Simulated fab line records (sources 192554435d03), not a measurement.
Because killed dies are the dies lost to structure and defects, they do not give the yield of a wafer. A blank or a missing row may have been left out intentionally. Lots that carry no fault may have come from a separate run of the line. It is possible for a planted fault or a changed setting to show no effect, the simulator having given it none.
Lot-split experiment ; flow n5_finfet ; 21 wafers read from 7 lots, route of 1938 steps

== THE SPLIT ==
At N5_BEOL_M5_ILD_DEP_00 (deposits SiCOH lowk from DEMS/porogen, target thk 140.64 nm, time 25.9 s), the setting time_s was moved away from the recipe's 25.9 s on 7 of the 21 wafers read, by -14.4% to +12.1%. For the rest of the wafers, this setting stayed at what the recipe calls for.

== FROM THE SPLIT ON TO THE READING: in between, the file shows 1 step ==
- N5_BEOL_M5_CURE_79: cures SiCOH lowk, time 240 s

== THE READING ==
M5_ILD_THK in nanometres, read at N5_BEOL_M5_THK_MEAS_01. Fault-free wafers of this fab line usually give 120.2 nm, standard deviation 1.8 nm.

wafer;tool, chamber at the split;time_s as run, s;against the recipe;M5_ILD_THK, nm;against lot-mates on the recipe
L077.3;pecvd-01, 1;25.9;recipe;121.4;-
L077.5;pecvd-01, 0;29.03;+12.1%;137.4;+16.8
L077.6;pecvd-01, 2;25.9;recipe;119.8;-
L078.1;pecvd-03, 2;27.34;+5.6%;124.7;no lot-mate on the recipe
L078.2;pecvd-03, 1;27.34;+5.6%;127.2;no lot-mate on the recipe
L078.4;pecvd-03, 0;27.34;+5.6%;127.1;no lot-mate on the recipe
L079.1;pecvd-02, 0;23.79;-8.1%;112.8;-10.0
L079.2;pecvd-02, 1;25.9;recipe;121.2;-
L079.6;pecvd-02, 0;25.9;recipe;124.3;-
L082.4;pecvd-02, 0;25.9;recipe;121.2;-
L082.5;pecvd-02, 1;25.9;recipe;120.1;-
L082.6;pecvd-02, 2;22.37;-13.6%;104.3;-16.4
L085.2;pecvd-03, 2;25.9;recipe;121.4;-
L085.3;pecvd-03, 0;25.9;recipe;119.6;-
L085.6;pecvd-03, 1;25.9;recipe;123.6;-
L088.3;pecvd-01, 1;25.9;recipe;122.1;-
L088.4;pecvd-01, 2;25.9;recipe;119.4;-
L088.5;pecvd-01, 1;25.9;recipe;123.9;-
L090.4;pecvd-01, 0;25.9;recipe;122.5;-
L090.5;pecvd-01, 2;22.16;-14.4%;102.8;-20.2
L090.6;pecvd-01, 1;25.9;recipe;123.4;-

THE FIT
A straight line over all 21 wafers: M5_ILD_THK changes by +1.21 nm for each +1% of time_s; r = +0.97; the points scatter about the line by 1.7 nm.
The same after taking each lot's own level away (the mean of its wafers on the recipe; 18 wafers): +1.32 nm for each +1%; r = +0.99; scatter 1.4 nm.
According to that fit, moving time_s by its largest amount changes the reading by 19 nm.
Measured against the standard deviation above, the lots' own levels, which go from 120.60 to 122.95 nm, span 1.3 times it.
The two slopes agree, so the slope changes little with the lot-to-lot level.
Check: -18.3 nm against its lot-mates is what the line predicts for one of the wafers moved furthest among these (-14.4%) when that wafer is left out of the fit. It came out at -20.2 nm against them.

== FURTHER SPLITS ON THESE WAFERS ==
Before the reading, these wafers also passed through other splits. Each is held against what the fit with the lots' levels taken away leaves over:
other split on the same wafers;wafers away from the commonest value;r with M5_ILD_THK (lot level and that fit taken away)
N5_BEOL_M3_COAT_68 spin_rpm;5;-0.21

== THE WHOLE CHAIN: every reading that the file lists as answering this split, in the file's order ==
step;what it does;reading;change (the file's fit);r (the file's)
N5_BEOL_M5_ILD_DEP_00;deposits SiCOH lowk from DEMS/porogen, target thk 140.64 nm, time 25.9 s;SiCOH_lowk_of_BEOL_M5_ILD_DEP_00.thk_nm (the simulator's own value, which no gauge read);+1.52 nm for each +1% of the setting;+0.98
N5_BEOL_M5_CURE_79;cures SiCOH lowk, time 240 s;SiCOH_lowk_of_BEOL_M5_ILD_DEP_00.thk_nm (the simulator's own value, which no gauge read);+1.31 nm for each +1% of the setting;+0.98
N5_BEOL_M5_THK_MEAS_01;;M5_ILD_THK;+1.31 for each +1% of the setting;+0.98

== FILE'S OWN FIT ==
M5_ILD_THK changes by +1.31 nm for each +1% of time_s, r = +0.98.
